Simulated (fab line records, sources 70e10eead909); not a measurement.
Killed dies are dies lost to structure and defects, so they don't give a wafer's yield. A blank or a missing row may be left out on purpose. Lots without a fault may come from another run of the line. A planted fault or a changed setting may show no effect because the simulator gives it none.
fab line records | flow nand_harc
record lots=24 wafers=72 last_day=24
route steps=1159 shown A_STAIRCASE@646 A_SGD_CUT@765 A_SLIT@791 A_SIN_REMOVE@808
lots that met no fault: from a run of the same line without faults
start_h: hours from the record's first day to the start of the lot's first wafer shown | wait_h: hours since the lot's step before | " the same as in the row above | L1.1+2: a row that stands for several wafers | - no value, or no start given | * or withheld: withheld | < > ~ a bound
route shown NAME@n: a module of which the file shows steps, and the number in the route of the first | usual: mean/standard deviation of fault-free wafers | same: alike in all rows | chamber/n: place in a boat | sites: the reading at each site | _std_site: their standard deviation | _edge_site: outer sites' mean less inner sites' | radius_mm: how far each site lies from the wafer's centre | mask NAME#n: copy n | behind: the tool/chamber that last shaped the wafer | hold: why the lot was held/for how many hours/how that ended | device: the transistor (n, p or np) that didn't switch | end of line: the same wafers' tests at the end of the route | a step without rows: its recipe alone | killed: dies lost to structure and defects at the first sort, not the wafer's yield | map: a wafer's dies, x killed, . not, _ none there
set.NAME: the setting as run; set.NAME@STEP: as run at that earlier step | model.NAME: the simulator's own value behind a step, which no gauge read
steps of the route over a sample of lots; a table a step, a row a wafer
services: from which hour (start_h, from the record's first day; less than 0 if before it) a tool's chamber was out of use, for how many hours, and why
## steps
# step NHARC_A_STAIRCASE_DESCUM_252
# recipe time_s=3 o2_flow_sccm=200 ar_flow_sccm=0 bias_power_w=0 chemistry=O2
# usual drypump_motor_current_A=5.6/0.48 oes_product_au=1.001/0.0064 rf_vpp_V=57.7/0.93 showerhead_plenum_p_Torr=1.89/0.09 throttle_valve_pct=11.311/0.0086
# columns lot.wafer tool chamber start_h wait_h drypump_motor_current_A oes_product_au rf_hours_counter_h rf_vpp_V showerhead_plenum_p_Torr throttle_valve_pct
L074.4 rie_diel-04 2 249.28 - 5.7 1.004 50 57.1 1.87 11.305
L074.2 " 0 " " 5.0 0.997 21 57.2 1.80 11.314
L074.6 " 3 " " 5.3 0.995 - 58.0 1.99 11.317
L076.2 rie_diel-04 2 258.13 - 5.7 1.006 52 58.0 1.87 11.323
L076.3 " 0 " " 5.0 1.009 24 57.6 1.80 11.309
L076.5 " 2 " " 5.7 0.995 - 56.4 1.87 11.297
L075.3 rie_diel-04 3 259.09 - 5.2 0.996 51 58.3 1.99 11.304
L075.1 " 0 " " 5.0 1.003 24 56.8 1.80 11.296
L075.6 " 2 " " 5.7 0.991 - 56.3 1.87 11.309
L078.3 rie_diel-11 3 269.50 - 5.9 0.991 31 58.3 2.04 11.317
L078.5 " 3 " " 6.0 0.995 - 58.9 2.04 11.326
L078.6 " 0 " " 5.0 1.004 - 55.8 1.78 11.311
L077.3 rie_diel-11 3 271.47 - 5.9 1.004 32 57.6 2.04 11.308
L077.1 " 0 " " 5.1 1.008 29 58.2 1.78 11.303
L077.5 " 3 " " 5.9 0.998 - 58.2 2.04 11.307
L079.3 rie_diel-12 0 280.07 - 5.7 1.000 21 57.8 1.91 11.329
L079.1 " 2 " " 5.7 0.997 22 59.1 1.91 11.310
L079.2 " 3 " " 5.9 0.994 23 58.9 1.99 11.309
L081.4 rie_diel-12 3 285.42 - 5.9 1.005 25 59.5 1.99 11.319
L081.5 " 3 " " 5.9 0.999 - 59.1 1.99 11.315
L081.6 " 0 " " 5.7 0.994 - 56.5 1.91 11.304
L080.1 rie_diel-04 3 285.84 - 5.3 1.002 60 58.4 1.99 11.314
L080.6 " 1 " " 6.2 1.006 - 58.3 1.84 11.306
L080.5 " 2 " " 5.7 1.001 - 58.1 1.87 11.318
L082.3 rie_diel-12 1 305.06 - 5.0 0.982 28 59.1 1.81 11.299
L082.4 " 0 " " 5.7 1.001 29 57.6 1.91 11.312
L082.6 " 2 " " 5.8 1.002 - 59.3 1.91 11.296
L083.3 rie_diel-04 2 306.79 - 5.7 0.990 4 58.1 1.87 11.310
L083.2 " 3 " " 5.3 0.996 4 59.0 1.99 11.315
L083.4 " 0 " " 5.0 0.998 - 57.5 1.79 11.311
L085.1 rie_diel-04 3 318.31 - 5.3 1.006 9 58.4 1.98 11.306
L085.3 " 2 " " 5.7 1.000 8 57.3 1.87 11.312
L085.5 " 3 " " 5.3 1.010 - 57.4 1.98 11.312
L087.3 rie_diel-04 1 327.52 - 6.2 1.003 6 56.8 1.84 11.303
L087.2 " 3 " " 5.3 1.003 13 57.8 1.98 11.323
L087.5 " 0 " " 5.0 1.004 - 57.9 1.79 11.304
L086.1 rie_diel-04 0 329.44 - 5.1 0.999 12 57.0 1.79 11.320
L086.3 " 3 " " 5.3 0.991 13 58.4 1.98 11.295
L086.5 " 0 " " 5.0 1.003 - 56.8 1.79 11.310
L089.4 rie_diel-04 3 335.81 - 5.3 1.011 16 57.0 1.98 11.306
L089.3 " 0 " " 5.0 1.007 15 56.0 1.79 11.313
L089.5 " 2 " " 5.7 0.997 - 58.7 1.86 11.314
L084.2 rie_diel-11 0 336.71 - 5.0 1.014 55 57.7 1.77 11.308
L084.3 " 2 " " 4.8 0.997 56 58.6 2.00 11.303
L084.4 " 3 " " 6.0 1.012 55 58.6 2.04 11.306
L088.3 rie_diel-12 2 340.69 - 5.8 0.996 43 57.4 1.91 11.307
L088.1 " 0 " " 5.7 1.008 44 56.4 1.90 11.308
L088.6 " 3 " " 5.9 0.993 - 56.9 1.98 11.318
L090.2 rie_diel-04 2 346.21 - 5.7 0.999 18 59.8 1.86 11.290
L090.3 " 3 " " 5.3 1.005 19 58.7 1.98 11.319
L090.1 " 1 " " 6.2 1.009 13 56.4 1.83 11.312
L093.2 rie_diel-04 1 357.77 - 6.2 1.003 18 56.7 1.83 11.309
L093.3 " 3 " " 5.3 1.007 24 57.5 1.98 11.305
L093.6 " 1 " " 6.2 1.007 - 58.2 1.83 11.309
L091.4 rie_diel-11 0 358.95 - 5.1 0.997 64 57.5 1.77 11.316
L091.5 " 2 " " 4.8 0.996 - 57.2 2.00 11.307
L091.6 " 3 " " 5.9 1.006 - 58.2 2.03 11.307
L094.1 rie_diel-04 0 359.67 - 5.0 1.003 24 56.8 1.79 11.303
L094.3 " 1 " " 6.2 0.995 20 58.5 1.83 11.292
L094.5 " 0 " " 5.0 1.003 - 57.6 1.79 11.315
L092.1 rie_diel-11 3 364.87 - 5.9 1.003 64 58.0 2.03 11.311
L092.2 " 0 " " 5.1 1.004 65 57.8 1.77 11.309
L092.6 " 0 " " 5.0 1.002 - 56.8 1.77 11.308
L096.3 rie_diel-11 3 381.59 - 5.9 1.017 0 57.5 2.03 11.306
L096.4 " 0 " " 5.0 1.006 1 58.4 2.08 11.318
L096.1 " 1 " " 6.4 0.999 1 56.1 1.80 11.333
L097.3 rie_diel-04 2 387.14 - 5.7 1.004 35 58.4 1.86 11.312
L097.2 " 0 " " 5.1 1.004 33 56.8 1.78 11.305
L097.6 " 3 " " 5.3 0.997 - 58.8 1.98 11.312
L095.2 rie_diel-11 0 391.62 - 5.1 1.001 6 59.6 2.07 11.314
L095.3 " 1 " " 6.3 1.012 6 57.4 1.80 11.308
L095.4 " 3 " " 5.9 1.003 5 58.5 2.03 11.322
# step NHARC_A_SGD_CUT_ETCH_16
# recipe target_depth_a=3105 time_s=155.2 c4f8_flow_sccm=withheld o2_flow_sccm=8 ar_flow_sccm=withheld rf_w=600 bias_w=800 chemistry=C4F8/O2/Ar
# usual oes_product_au=0.974/0.013 rf_vpp_V=723/4.8
# columns lot.wafer tool chamber start_h wait_h oes_product_au rf_hours_counter_h rf_vpp_V
L074.4 rie_diel-13 3 - - 0.971 2 721
L074.2 " 2 " " 0.961 2 719
L074.6 " 0 " " 0.978 - 731
L075.1 rie_diel-08 0 - - 0.974 0 721
L075.3 " 1 " " 0.988 0 731
L075.6 " 0 " " 0.984 - 722
L076.2 rie_diel-13 2 - - 0.941 2 719
L076.3 " 1 " " 0.971 3 726
L076.5 " 3 " " 0.948 - 720
L078.3 rie_diel-13 1 - - 0.954 4 726
L078.5 " 1 " " 0.968 - 728
L078.6 " 2 " " 0.973 - 718
L077.3 rie_diel-08 0 - - 0.993 1 720
L077.1 " 1 " " 0.985 1 731
L077.5 " 0 " " 0.987 - 721
L079.2 rie_diel-13 0 - - 0.976 5 730
L079.1 " 1 " " 0.977 6 727
L079.3 " 2 " " 0.963 6 718
L081.4 rie_diel-08 1 - - 0.984 3 731
L081.6 " 0 " " 0.968 - 723
L081.5 " 1 " " 0.993 - 730
L080.1 rie_diel-05 1 - - 0.985 0 717
L080.5 " 0 " " 0.976 - 721
L080.6 " 1 " " 0.986 - 716
L083.4 rie_diel-08 0 - - 0.983 4 720
L083.2 " 1 " " 0.967 4 731
L083.3 " 3 " " 0.992 4 719
L082.3 rie_diel-13 3 - - 0.971 10 719
L082.4 " 2 " " 0.979 - 717
L082.6 " 3 " " 0.972 - 721
L085.3 rie_diel-08 2 - - 0.960 5 719
L085.1 " 3 " " 0.986 5 718
L085.5 " 2 " " 0.964 - 718
L087.2 rie_diel-05 1 - - 0.982 3 717
L087.3 " 2 " " 0.985 3 724
L087.5 " 0 " " 0.976 - 721
L086.3 rie_diel-13 3 - - 0.935 12 720
L086.1 " 0 " " 0.949 9 731
L086.5 " 2 " " 0.939 - 717
L084.4 rie_diel-13 0 - - 0.983 10 729
L084.3 " 2 " " 0.986 13 717
L084.2 " 3 " " 0.986 13 721
L089.3 rie_diel-13 3 - - 0.949 13 721
L089.4 " 0 " " 0.973 11 730
L089.5 " 3 " " 0.962 - 722
L088.3 rie_diel-13 2 - - 0.988 13 717
L088.1 " 3 " " 0.994 13 720
L088.6 " 0 " " 0.968 - 731
L090.3 rie_diel-05 0 - - 0.974 6 720
L090.2 " 2 " " 0.992 5 725
L090.1 " 3 " " 0.981 5 726
L091.4 rie_diel-13 1 - - 0.974 14 728
L091.5 " 0 " " 0.976 - 729
L091.6 " 1 " " 0.961 - 727
L094.3 rie_diel-05 3 - - 0.969 6 728
L094.1 " 0 " " 0.983 7 720
L094.5 " 3 " " 0.979 - 725
L093.3 rie_diel-08 0 - - 0.976 8 722
L093.2 " 1 " " 0.983 8 729
L093.6 " 2 " " 0.983 - 718
L092.2 rie_diel-05 0 - - 0.956 8 721
L092.1 " 3 " " 0.962 7 727
L092.6 " 1 " " 0.971 - 716
L096.1 rie_diel-08 2 - - 0.987 10 717
L096.4 " 3 " " 0.985 10 719
L096.3 " 1 " " 0.975 10 728
L097.2 rie_diel-13 2 - - 0.977 19 716
L097.3 " 3 " " 0.983 20 722
L097.6 " 2 " " 0.972 - 718
L095.3 rie_diel-05 0 - - 0.968 10 721
L095.4 " 1 " " 0.966 10 715
L095.2 " 2 " " 0.962 9 724
# step NHARC_A_SLIT_OVL_MEAS_10
# usual overlay_x_nm=-0.1/0.81 overlay_y_nm=-0.2/0.86
# columns lot.wafer tool chamber start_h wait_h overlay_x_nm overlay_y_nm
L074.2 overlay-01 - 319.63 - -0.9 -1.2
L074.4 " - " " -1.2 -1.5
L074.6 " - " " -0.9 -0.8
L076.2 overlay-02 - 327.33 - 0.1 -1.1
L076.3 " - " " 0.4 -0.8
L076.5 " - " " 0.4 -1.0
L075.1 overlay-02 - 328.26 - 0.0 -0.3
L075.3 " - " " -0.5 -0.6
L075.6 " - " " -0.2 -0.5
L077.1 overlay-02 - 338.50 - -1.2 -0.5
L077.3 " - " " -0.9 -0.4
L077.5 " - " " -0.5 -0.3
L078.3 overlay-01 - 339.13 - 0.3 0.7
L078.5 " - " " 0.1 -0.1
L078.6 " - " " 0.9 0.0
L079.1 overlay-01 - 349.25 - -1.5 -0.8
L079.2 " - " " -1.1 -0.6
L079.3 " - " " -0.9 -0.5
L080.1 overlay-01 - 367.20 - -0.3 1.3
L080.5 " - " " -0.7 1.3
L080.6 " - " " -0.1 1.6
L081.4 overlay-01 - 372.23 - 1.2 0.0
L081.5 " - " " 0.9 -0.2
L081.6 " - " " 1.0 -0.6
L082.3 overlay-01 - 375.03 - -0.2 -1.0
L082.4 " - " " -1.2 -0.8
L082.6 " - " " -0.8 -1.3
L083.2 overlay-02 - 376.68 - 0.9 -0.5
L083.3 " - " " 0.7 -0.4
L083.4 " - " " 1.3 -0.4
L085.1 overlay-01 - 389.35 - -0.7 -0.9
L085.3 " - " " -0.7 -1.1
L085.5 " - " " -0.7 -1.0
L087.2 overlay-02 - 397.27 - 1.3 -0.7
L087.3 " - " " 0.8 -0.7
L087.5 " - " " 1.3 -0.3
L086.1 overlay-02 - 397.79 - 0.9 -0.6
L086.3 " - " " 0.5 -0.8
L086.5 " - " " 0.4 -1.3
L084.2 overlay-02 - 406.00 - -2.0 1.6
L084.3 " - " " -2.2 1.7
L084.4 " - " " -1.7 2.1
L088.1 overlay-01 - 406.14 - -0.3 0.1
L088.3 " - " " 0.1 0.4
L088.6 " - " " -0.3 0.6
L089.3 overlay-01 - 406.29 - 0.3 0.5
L089.4 " - " " -0.4 -0.2
L089.5 " - " " 0.4 0.0
L090.1 overlay-01 - 415.86 - 0.9 -0.6
L090.2 " - " " 1.3 -0.3
L090.3 " - " " 0.2 0.1
L091.4 overlay-01 - 429.52 - -1.1 0.1
L091.5 " - " " -0.6 0.2
L091.6 " - " " -1.6 0.4
L094.1 overlay-01 - 429.73 - 0.2 -1.2
L094.3 " - " " 0.7 -1.8
L094.5 " - " " 0.2 -1.1
L093.2 overlay-01 - 431.48 - -0.5 0.6
L093.3 " - " " -0.5 0.6
L093.6 " - " " 0.0 0.5
L092.1 overlay-01 - 439.65 - -0.4 0.7
L092.2 " - " " -0.4 0.5
L092.6 " - " " -0.5 0.5
L096.1 overlay-01 - 458.47 - 1.1 -0.5
L096.3 " - " " 0.8 0.7
L096.4 " - " " 0.8 0.5
L095.2 overlay-02 - 458.70 - -0.4 -1.4
L095.3 " - " " 0.6 -1.1
L095.4 " - " " 0.9 -1.8
L097.2 overlay-01 - 458.86 - 0.9 0.4
L097.3 " - " " 1.0 1.4
L097.6 " - " " 1.0 0.5
# step NHARC_A_SLIT_INSPECT_11
# usual raw_defect_count=21/9.7
# columns lot.wafer tool chamber start_h wait_h raw_defect_count
L074.2 defect_inspect-01 - 319.67 0.0 7
L074.4 " - " " 7
L074.6 " - " " 9
L076.2 defect_inspect-01 - 327.36 0.0 21
L076.3 " - " " 20
L076.5 " - " " 17
L075.1 defect_inspect-01 - 328.29 0.0 11
L075.3 " - " " 8
L075.6 " - " " 14
L077.1 defect_inspect-01 - 338.54 0.0 14
L077.3 " - " " 10
L077.5 " - " " 4
L078.3 defect_inspect-01 - 339.16 0.0 31
L078.5 " - " " 20
L078.6 " - " " 30
L079.1 defect_inspect-01 - 349.29 0.0 33
L079.2 " - " " 29
L079.3 " - " " 23
L080.1 defect_inspect-01 - 367.24 0.0 25
L080.5 " - " " 30
L080.6 " - " " 16
L081.4 defect_inspect-02 - 372.27 0.0 18
L081.5 " - " " 9
L081.6 " - " " 13
L082.3 defect_inspect-01 - 375.07 0.0 35
L082.4 " - " " 36
L082.6 " - " " 27
L083.2 defect_inspect-02 - 376.71 0.0 19
L083.3 " - " " 18
L083.4 " - " " 11
L085.1 defect_inspect-01 - 389.38 0.0 18
L085.3 " - " " 8
L085.5 " - " " 20
L087.2 defect_inspect-02 - 397.30 0.0 46
L087.3 " - " " 31
L087.5 " - " " 25
L086.1 defect_inspect-02 - 397.83 0.0 15
L086.3 " - " " 17
L086.5 " - " " 14
L084.2 defect_inspect-01 - 406.03 0.0 12
L084.3 " - " " 14
L084.4 " - " " 15
L088.1 defect_inspect-01 - 406.17 0.0 8
L088.3 " - " " 13
L088.6 " - " " 12
L089.3 defect_inspect-01 - 406.34 0.0 38
L089.4 " - " " 32
L089.5 " - " " 33
L090.1 defect_inspect-02 - 415.89 0.0 34
L090.2 " - " " 35
L090.3 " - " " 28
L091.4 defect_inspect-01 - 429.55 0.0 19
L091.5 " - " " 13
L091.6 " - " " 18
L094.1 defect_inspect-02 - 429.77 0.0 37
L094.3 " - " " 36
L094.5 " - " " 29
L093.2 defect_inspect-02 - 431.52 0.0 15
L093.3 " - " " 21
L093.6 " - " " 12
L092.1 defect_inspect-02 - 439.69 0.0 38
L092.2 " - " " 35
L092.6 " - " " 42
L096.1 defect_inspect-02 - 458.51 0.0 15
L096.3 " - " " 17
L096.4 " - " " 16
L095.2 defect_inspect-01 - 458.74 0.0 15
L095.3 " - " " 19
L095.4 " - " " 14
L097.2 defect_inspect-01 - 458.89 0.0 16
L097.3 " - " " 19
L097.6 " - " " 20
# step NHARC_A_SLIT_STRIP_18
# recipe o2_flow_sccm=500 ar_flow_sccm=0 bias_w=0 chemistry=O2
# usual drypump_motor_current_A=5.8/0.39 oes_product_au=0.998/0.0084 rf_vpp_V=57.5/0.83 showerhead_plenum_p_Torr=3.44/0.072 throttle_valve_pct=17.036/0.0093
# columns lot.wafer tool chamber start_h wait_h drypump_motor_current_A oes_product_au rf_hours_counter_h rf_vpp_V showerhead_plenum_p_Torr throttle_valve_pct
L074.2 rie_diel-10 3 - - 6.1 0.991 8 57.5 3.32 17.034
L074.4 " 2 " " 6.0 0.998 7 57.0 3.47 17.045
L074.6 " 3 " " 6.1 1.001 - 57.6 3.32 17.029
L076.3 rie_diel-10 1 - - 5.5 0.995 9 58.5 3.46 17.054
L076.2 " 3 " " 6.1 0.999 9 57.3 3.32 17.041
L076.5 " 0 " " 5.4 0.984 - 57.3 3.41 17.023
L075.3 rie_diel-09 0 - - 6.1 0.999 6 57.2 3.41 17.041
L075.1 " 2 " " 6.2 0.993 6 58.9 3.49 17.031
L075.6 " 3 " " 6.3 0.978 - 56.7 3.64 17.014
L077.1 rie_diel-07 1 - - 5.7 0.985 7 58.0 3.51 17.041
L077.3 " 2 " " 5.2 1.013 8 58.1 3.53 17.047
L077.5 " 0 " " 5.8 1.007 - 57.7 3.42 17.036
L078.3 rie_diel-09 2 - - 6.2 0.996 7 56.9 3.49 17.040
L078.5 " 2 " " 6.3 1.005 - 57.3 3.49 17.033
L078.6 " 3 " " 6.2 0.972 - 59.5 3.64 17.032
L079.3 rie_diel-07 3 - - 6.7 1.007 9 57.4 3.41 17.035
L079.1 " 0 " " 5.8 1.004 8 56.8 3.42 17.040
L079.2 " 1 " " 5.7 1.001 8 58.6 3.51 17.029
L080.1 rie_diel-10 3 - - 6.1 0.988 1 56.7 3.32 17.022
L080.6 " 1 " " 5.5 1.007 - 57.3 3.46 17.024
L080.5 " 2 " " 6.0 1.003 - 58.4 3.47 17.048
L081.4 rie_diel-07 1 - - 5.7 1.008 9 57.8 3.51 17.032
L081.6 " 1 " " 5.7 0.984 - 56.5 3.51 17.044
L081.5 " 2 " " 5.2 0.998 - 56.8 3.52 17.048
L082.3 rie_diel-07 0 - - 5.8 0.999 9 56.8 3.42 17.037
L082.4 " 2 " " 5.2 1.002 10 57.0 3.52 17.037
L082.6 " 1 " " 5.7 0.988 - 58.5 3.51 17.047
L083.3 rie_diel-07 3 - - 6.7 1.003 10 58.9 3.41 17.037
L083.2 " 0 " " 5.8 0.992 9 58.2 3.42 17.050
L083.4 " 1 " " 5.7 0.991 9 58.3 3.51 17.040
L085.3 rie_diel-10 1 - - 5.5 0.996 2 57.3 3.46 17.039
L085.1 " 3 " " 6.1 0.994 2 56.7 3.32 17.038
L085.5 " 1 " " 5.5 0.999 - 56.5 3.46 17.016
L087.2 rie_diel-10 1 - - 5.5 1.009 3 57.5 3.46 17.042
L087.3 " 0 " " 5.4 1.006 2 59.8 3.41 17.041
L087.5 " 1 " " 5.5 0.996 - 58.3 3.46 17.042
L086.1 rie_diel-10 0 - - 5.4 1.009 3 57.5 3.41 17.024
L086.3 " 1 " " 5.5 1.009 3 57.3 3.46 17.050
L086.5 " 3 " " 6.1 0.996 - 56.0 3.32 17.050
L084.4 rie_diel-10 0 - - 5.4 1.003 3 56.3 3.41 17.052
L084.2 " 1 " " 5.5 0.999 3 57.1 3.46 17.039
L084.3 " 2 " " 6.0 1.012 4 57.8 3.46 17.035
L088.1 rie_diel-09 0 - - 6.1 0.996 13 57.8 3.40 17.032
L088.3 " 2 " " 6.4 0.996 14 59.4 3.48 17.029
L088.6 " 0 " " 6.1 0.992 - 58.2 3.40 17.017
L089.3 rie_diel-09 3 - - 6.2 0.993 14 58.0 3.63 17.031
L089.4 " 0 " " 6.1 0.994 13 57.2 3.40 17.035
L089.5 " 3 " " 6.2 0.992 - 56.9 3.63 17.037
L090.1 rie_diel-10 3 - - 6.1 1.001 4 56.4 3.32 17.053
L090.3 " 0 " " 5.4 1.000 4 57.4 3.41 17.031
L090.2 " 2 " " 6.0 1.013 4 57.2 3.46 17.037
L091.4 rie_diel-10 0 - - 5.4 0.996 5 57.6 3.41 17.033
L091.6 " 0 " " 5.4 1.006 - 56.7 3.41 17.052
L091.5 " 1 " " 5.5 1.000 - 58.6 3.46 17.039
L094.3 rie_diel-07 3 - - 6.7 0.999 1 57.7 3.41 17.016
L094.1 " 1 " " 5.6 1.002 1 57.3 3.51 17.043
L094.5 " 0 " " 5.9 1.004 - 57.6 3.42 17.025
L093.2 rie_diel-10 1 - - 5.5 1.001 5 58.1 3.46 17.031
L093.3 " 3 " " 6.1 1.005 5 57.5 3.32 17.033
L093.6 " 0 " " 5.4 1.008 - 58.8 3.41 17.032
L092.1 rie_diel-10 1 - - 5.5 1.003 6 58.0 3.46 17.021
L092.2 " 0 " " 5.4 1.003 6 58.4 3.41 17.027
L092.6 " 1 " " 5.5 1.005 - 57.6 3.46 17.028
L096.4 rie_diel-10 0 - - 5.4 0.992 8 57.4 3.40 17.025
L096.1 " 1 " " 5.5 1.002 8 57.5 3.46 17.036
L096.3 " 3 " " 6.1 0.982 7 57.4 3.32 17.033
L095.2 rie_diel-10 2 - - 6.0 0.993 7 56.9 3.46 17.032
L095.4 " 3 " " 6.1 0.987 7 58.4 3.32 17.033
L095.3 " 1 " " 5.5 1.000 8 56.9 3.46 17.045
L097.2 rie_diel-07 0 - - 5.8 0.998 4 58.1 3.42 17.043
L097.3 " 1 " " 5.7 0.987 4 55.8 3.51 17.020
L097.6 " 0 " " 5.8 0.987 - 57.6 3.42 17.050
# step NHARC_A_SIN_REMOVE_INSPECT_04
# usual raw_defect_count=315/90
# columns lot.wafer tool chamber start_h wait_h raw_defect_count
L074.2 defect_inspect-01 - 330.86 0.0 159
L074.4 " - " " 197
L074.6 " - " " 231
L076.2 defect_inspect-01 - 338.59 0.0 310
L076.3 " - " " 309
L076.5 " - " " 228
L075.1 defect_inspect-01 - 342.24 0.0 205
L075.3 " - " " 221
L075.6 " - " " 277
L077.1 defect_inspect-01 - 349.67 0.1 334
L077.3 " - " " 322
L077.5 " - " " 227
L078.3 defect_inspect-02 - 349.68 0.0 486
L078.5 " - " " 217
L078.6 " - " " 262
L079.1 defect_inspect-01 - 360.51 0.0 335
L079.2 " - " " 424
L079.3 " - " " 339
L080.1 defect_inspect-02 - 378.32 0.0 466
L080.5 " - " " 404
L080.6 " - " " 406
L081.4 defect_inspect-01 - 384.12 0.0 347
L081.5 " - " " 385
L081.6 " - " " 327
L082.3 defect_inspect-01 - 384.13 0.0 355
L082.4 " - " " 307
L082.6 " - " " 389
L083.2 defect_inspect-01 - 387.85 0.0 332
L083.3 " - " " 247
L083.4 " - " " 297
L085.1 defect_inspect-02 - 404.11 0.0 466
L085.3 " - " " 425
L085.5 " - " " 419
L087.2 defect_inspect-02 - 408.53 0.0 446
L087.3 " - " " 363
L087.5 " - " " 374
L086.1 defect_inspect-01 - 408.53 0.0 404
L086.3 " - " " 342
L086.5 " - " " 595
L084.2 defect_inspect-01 - 417.27 0.0 239
L084.3 " - " " 206
L084.4 " - " " 223
L089.3 defect_inspect-02 - 417.27 0.0 220
L089.4 " - " " 399
L089.5 " - " " 277
L088.1 defect_inspect-01 - 417.28 0.0 402
L088.3 " - " " 474
L088.6 " - " " 335
L090.1 defect_inspect-02 - 427.93 0.0 291
L090.2 " - " " 283
L090.3 " - " " 293
L094.1 defect_inspect-01 - 440.74 0.0 335
L094.3 " - " " 308
L094.5 " - " " 442
L091.4 defect_inspect-02 - 440.74 0.0 251
L091.5 " - " " 282
L091.6 " - " " 231
L093.2 defect_inspect-01 - 440.78 0.0 292
L093.3 " - " " 451
L093.6 " - " " 340
L092.1 defect_inspect-02 - 450.80 0.0 276
L092.2 " - " " 351
L092.6 " - " " 538
L096.1 defect_inspect-02 - 470.51 0.0 463
L096.3 " - " " 394
L096.4 " - " " 460
L095.2 defect_inspect-01 - 470.51 0.0 147
L095.3 " - " " 172
L095.4 " - " " 179
L097.2 defect_inspect-01 - 470.55 0.0 324
L097.3 " - " " 195
L097.6 " - " " 265
## services
# columns tool chamber start_h hours kind
rie_diel-07 - 228.20 9.0 pm
rie_diel-08 3 264.44 1.8 repair
rie_diel-13 - 276.03 9.0 pm
rie_diel-13 - 288.06 1.6 repair
rie_diel-04 - 288.90 9.0 pm
rie_diel-08 - 302.00 9.0 pm
rie_diel-13 0 321.48 4.0 repair
rie_diel-13 0 349.35 7.8 repair
rie_diel-10 - 353.71 9.0 pm
rie_diel-13 1 355.52 13.5 repair
rie_diel-04 2 362.65 7.9 repair
rie_diel-11 2 363.14 3.9 repair
rie_diel-11 - 366.82 9.0 pm
rie_diel-08 - 369.52 0.6 repair
rie_diel-04 3 381.53 3.7 repair
rie_diel-10 1 385.89 5.1 repair
rie_diel-08 0 388.73 6.3 repair
rie_diel-10 - 402.67 1.7 repair
rie_diel-07 - 405.20 9.0 pm
rie_diel-13 2 412.41 3.2 repair
rie_diel-13 0 434.27 10.9 repair
rie_diel-04 - 442.20 0.7 repair
rie_diel-13 - 453.03 9.0 pm
rie_diel-04 0 461.25 4.9 repair
## key
fault none
